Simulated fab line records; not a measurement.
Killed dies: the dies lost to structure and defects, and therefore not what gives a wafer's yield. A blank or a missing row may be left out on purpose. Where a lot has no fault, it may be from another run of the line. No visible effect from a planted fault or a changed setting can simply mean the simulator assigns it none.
Comparing a struck lot with a sound one :: flow nand_harc :: 25 steps out of a route of 1302
Sound: these wafers, L642.1, L642.2, L642.6. The struck wafers were L658.1, L658.2, L658.6. Last of all comes the cause.
Each step with rows lists, per side, the tool, then ch with its chambers, then its first start. Under that, the readings that differ: sound wafers :: struck wafers :: difference of the means :: sigmas: that difference in standard deviations of wafers without a fault.
alike: same words and numbers on both sides, and readings whose means sit less than 2 such deviations apart. not compared: any withheld reading, any reading some wafer has no value for, any bound like >300 that may hide the same value, and any number with overlapping values for which the record gives no deviation.
Wherever a step has rows on one side only, a row that says differs or no value, or a row with sigmas, the two part there. Numbers that have no deviation but don't overlap get no sigmas and don't part them. A reading missing from all wafers of one side parts the sides only when that side holds two or more wafers.

NHARC_P_ZERO_WELL_INSPECT_43:
  sound on defect_inspect-02 at day 2 04:01; struck on defect_inspect-02 at day 8 21:24
  alike: raw_defect_count
then, 11 steps without rows for these wafers: NHARC_P_STI_ETCH_26 (etches SiO2 in dHF, target depth 11 nm); NHARC_P_STI_PRECLEAN_27 (cleans in SC1); NHARC_P_STI_SRD_28; NHARC_P_STI_OXIDE_29 (material SiO2, target thk 10 nm, ox time 1362 s); NHARC_P_STI_HM_DEP_30 (deposits Si3N4, target thk 80 nm, time 873 s); NHARC_P_STI_DEHYDRATE_01 (time 120 s); NHARC_P_STI_HMDS_02 (time 30 s); NHARC_P_STI_COAT_41 (time 65 s); NHARC_P_STI_COAT_03 (resist thk 600 nm); NHARC_P_STI_SOFTBAKE_04 (time 70 s); NHARC_P_STI_EBR_05.
NHARC_P_STI_EXPOSE_06: exposes mask P STI, target cd 200 nm.
  sound on krf_scanner-02 ch 0, day 2 23:16; struck on krf_scanner-02 ch 0, day 9 11:57
reading: exposure_dose_mJ_cm2
sound: 37.60 37.71 37.69
struck: 39.34 39.30 39.32
difference: +1.65
sigmas: +11
  alike: mask
then, 2 steps without rows for these wafers: NHARC_P_STI_PEB_07 (peb time 80 s); NHARC_P_STI_DEVELOP_08 (time 50 s).
NHARC_P_STI_CD_MEAS_09: target cd 200 nm.
  sound on cd_sem-03 ch 0, day 2 23:25; struck on cd_sem-03 ch 0, day 9 12:06
reading: cd_nm (nm)
sound: 199.0 198.6 200.7
struck: 211.9 210.7 209.1
difference: +11.1
sigmas: +4
NHARC_P_STI_OVL_MEAS_10:
  sound on overlay-01 at day 2 23:30; struck on overlay-02 at day 9 12:11
reading: overlay_y_nm (nm)
sound: 14 13 14
struck: -8 -8 -8
difference: -22
sigmas: -3
  alike: overlay_x_nm
NHARC_P_STI_INSPECT_11:
  sound on defect_inspect-02 at day 2 23:32; struck on defect_inspect-02 at day 9 12:14
  alike: raw_defect_count
then, 1 step without rows for these wafers: NHARC_P_STI_HARDBAKE_13 (time 65 s).
NHARC_P_STI_DESCUM_14: chemistry O2, time 3 s.
  sound on rie_diel-10 ch 0,2,3, day 2 23:41; struck on rie_diel-10 ch 0,2, day 9 12:22
reading: model.P_STI.cd_nm (nm)
sound: 199.4 197.9 200.4
struck: 211.3 211.4 208.5
difference: +11.2
sigmas: 
  alike: drypump_motor_current_A, oes_product_au, rf_vpp_V, showerhead_plenum_p_Torr, throttle_valve_pct
  not compared: rf_hours_counter_h
NHARC_P_STI_ETCH_42: etches the open film in N2/H2, target depth 80 nm, overetch 24 nm, time 61 s.
  sound on rie_diel-10 ch 1,3, day 2 23:45; struck on rie_diel-10 ch 0,1,2, day 9 12:28
  alike: bias_w, drypump_motor_current_A, oes_product_au, rf_vpp_V, showerhead_plenum_p_Torr, throttle_valve_pct
  not compared: rf_hours_counter_h
NHARC_P_STI_ETCH_31: etches the open film in CF4/CHF3, target depth 108.9 nm, time 54.5 s.
  sound: rie_diel-10 ch 0,2; struck: rie_diel-10 ch 0,2
  alike: bias_w, drypump_motor_current_A, oes_product_au, rf_vpp_V, showerhead_plenum_p_Torr, throttle_valve_pct
  not compared: rf_hours_counter_h
NHARC_P_STI_ETCH_15: etches the open film in HBr/Cl2, target depth 300 nm, time 100.1 s.
  sound on rie_si-01 ch 0,3, day 2 23:56; struck on rie_si-05 ch 0,2,3, day 9 12:41
reading: oes_product_au (a.u.)
sound: 0.992 0.976 0.982
struck: 1.007 1.019 1.007
difference: +0.028
sigmas: +2

reading: model.P_STI.cd_nm (nm)
sound: 199.8 197 199.3
struck: 209.6 212 209.2
difference: +11.6
sigmas: 
  alike: bias_w, drypump_motor_current_A, he_backside_leak_sccm, throttle_valve_pct
  not compared: rf_hours_counter_h
NHARC_P_STI_CD_MEAS_16:
  sound on cd_sem-03 at day 3 00:06; struck on cd_sem-02 at day 9 12:50
reading: cd_nm (nm)
sound: 199 197 199
struck: 210 212 209
difference: +12
sigmas: +3
-- record jumps: 21 days between struck wafers' starts before vs after; left off in module P_STI, resumes in module END, first step shown is number 1302 of the route --
NHARC_END_SORT_01:
  sound on prober-01 ch 0, day 25 00:02; struck on prober-02 ch 0, day 30 22:50
  alike: killed_at_array, killed_at_other, killed_at_periphery, killed_dies, killed_open, killed_short

## WHERE THEY PART
At NHARC_P_STI_EXPOSE_06 first; at NHARC_P_STI_CD_MEAS_16 last (within this record only). Later steps at which nothing parts them and some readings are alike: NHARC_END_SORT_01.

WHY: what had been put in by the simulator
Process parameter drift: krf_scanner-02, from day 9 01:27 on, at NHARC_P_STI_EXPOSE_06. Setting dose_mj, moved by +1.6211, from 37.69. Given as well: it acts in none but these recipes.
